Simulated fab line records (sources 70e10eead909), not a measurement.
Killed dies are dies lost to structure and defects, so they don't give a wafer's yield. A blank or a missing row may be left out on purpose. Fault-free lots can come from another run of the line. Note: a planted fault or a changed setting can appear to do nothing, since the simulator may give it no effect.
Chamber matching | flow nand harc | 4 sister chambers for NHARC_A_BONDPAD_CMP_19 on cmp-03
The step polishes, t overpolish 30 s, cu recess touch 16 s, target thk 169.82 nm. 4 wafers are shown with their chamber, then 7 later ones without.

WAFERS WITH THEIR CHAMBER
wafer  | chamber | motor current A (A)
L080.6 | 0       | 13.6
L077.5 | 2       | 12.8
L083.3 | 1       | 12.0
L083.4 | 3       | 12.6

WAFERS WITH NO CHAMBER GIVEN
wafer  | motor current A (A)
L083.5 | 12.7
L092.1 | 12.4
L092.2 | 12.0
L092.4 | 12.7
L091.1 | 12.6
L091.3 | 13.4
L091.4 | 13.3

WHICH CHAMBER EACH ONE RAN IN
wafer  | from the rows above          | in truth
L083.5 | can't be placed: 3 or 2      | 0
L092.1 | can't be placed: 3 or 1 or 2 | 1
L092.2 | 1                            | 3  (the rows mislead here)
L092.4 | can't be placed: 3 or 2      | 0
L091.1 | can't be placed: 3 or 2      | 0
L091.3 | 0                            | 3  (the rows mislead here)
L091.4 | can't be placed: 0 or 2      | 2
Correct placement for 0 of the 7. From these rows, 5 cannot be placed; in 2 the true chamber is one of the candidates. 2 placed wrongly.
How it was worked out, from the rows above alone: a wafer's distance from a chamber is the root of the sum, over the readings, of the square of ((its reading less the chamber's mean) divided by the reading's scatter). If the next closest chamber is less than 2 further off than the closest, the wafer can't be placed; otherwise it belongs to the closest. The mean given for a chamber averages the wafers shown for that chamber. The scatter: root of mean squared gap, hidden wafer to nearest shown wafer, with one shown wafer a chamber.
